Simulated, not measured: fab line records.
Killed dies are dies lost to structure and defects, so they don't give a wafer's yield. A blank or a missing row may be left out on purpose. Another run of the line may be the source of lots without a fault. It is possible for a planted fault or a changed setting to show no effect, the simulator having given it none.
Comparing a struck lot with a sound one :: flow nand_harc :: 15 steps out of a route of 1302
Sound: wafers L528.2, L528.4, L528.6. Struck: wafer L547.5. (L547.2, L547.4 of the same lot were not struck and are left out.) The cause comes at the end.
At each step with rows: each side's tool, then ch and its chambers, then its first start. Under that, the readings that differ: sound wafers :: struck wafers :: difference of the means :: sigmas: that difference in standard deviations of wafers without a fault.
alike: words and numbers the same on both sides, and readings whose means are apart by under 2 such deviations; not compared: readings that were withheld, readings missing a value for some wafer, numbers with overlapping values and no deviation given by the record, and bounds like >300 which may hide the same value.
Wherever a step has rows on one side only, a row that says differs or no value, or a row with sigmas, the two part there. When numbers do not overlap yet have no deviation, they are printed without sigmas and do not part them. A reading that every wafer of one side lacks parts them only if that side has two wafers or more.

first, 8 steps without rows for these wafers: NHARC_A_CONTACT_COAT_34 (time 75 s); NHARC_A_CONTACT_COAT_35 (time 65 s); NHARC_A_CONTACT_COAT_36 (resist thk 90 nm); NHARC_A_CONTACT_SOFTBAKE_37 (time 55 s); NHARC_A_CONTACT_EBR_38; NHARC_A_CONTACT_EXPOSE_39 (exposes mask A CC 3); NHARC_A_CONTACT_PEB_40 (peb time 65 s); NHARC_A_CONTACT_DEVELOP_41 (develop time 35 s).
NHARC_A_CONTACT_CD_MEAS_42: target cd 300 nm.
  sound on cd_sem-01 ch 0, day 21 21:08; struck on cd_sem-02 ch 0, day 30 12:34
  alike: cd_nm
NHARC_A_CONTACT_OVL_MEAS_43:
  sound on overlay-01, day 21 21:14; struck on overlay-02, day 30 12:38
reading: overlay_x_nm (nm)
sound: -0.5 -0.4 -0.3
struck: 1.6
difference: +2.0
sigmas: +2
  alike: overlay_y_nm
NHARC_A_CONTACT_INSPECT_44:
  sound on defect_inspect-01, day 21 21:17; struck on defect_inspect-01, day 30 12:41
  alike: raw_defect_count
NHARC_A_CONTACT_DESCUM_47: chemistry O2, time 3 s.
  sound on rie_diel-04 ch 0,1, day 21 21:20; struck on rie_diel-11 ch 3, day 30 12:45
reading: rf_vpp_V (V)
sound: 57.7 58.3 56.7
struck: 60.1
difference: +2.5
sigmas: +3
  alike: chamber_pressure_mTorr, drypump_motor_current_A, oes_product_au, showerhead_plenum_p_Torr, throttle_valve_pct
  not compared: rf_hours_counter_h
NHARC_A_CONTACT_ETCH_48: etches the open film in CF4, target depth 39 nm, time 65 s.
  sound on rie_diel-04 ch 0,1,3, day 21 21:26; struck on rie_diel-11 ch 1, day 30 12:50
reading: run_length_s (s)
sound: 86.4 85.6 86.1
struck: 90.6
difference: +4.6
sigmas: +13
  alike: chamber_pressure_mTorr, drypump_motor_current_A, oes_product_au, rf_vpp_V, showerhead_plenum_p_Torr, throttle_valve_pct
  not compared: rf_hours_counter_h
NHARC_A_CONTACT_ETCH_49: etches the open film in N2/H2, target depth 260 nm, time 475.3 s.
  sound on rie_diel-04 ch 0,1,2; struck on rie_diel-11 ch 0
reading: chamber_pressure_mTorr (mTorr)
sound: 30.00 29.95 29.97
struck: 30.05
difference: +0.08
sigmas: +2
  alike: drypump_motor_current_A, oes_product_au, rf_vpp_V, run_length_s, showerhead_plenum_p_Torr, throttle_valve_pct
  not compared: rf_hours_counter_h
NHARC_END_SORT_01:
  the record has rows for the sound wafers here (prober-02 ch 0, day 24 19:29) and none for the struck ones

WHERE THEY PART
Last at NHARC_END_SORT_01 as far as this record goes, first at NHARC_A_CONTACT_OVL_MEAS_43.

WHY: the cause the simulator had injected
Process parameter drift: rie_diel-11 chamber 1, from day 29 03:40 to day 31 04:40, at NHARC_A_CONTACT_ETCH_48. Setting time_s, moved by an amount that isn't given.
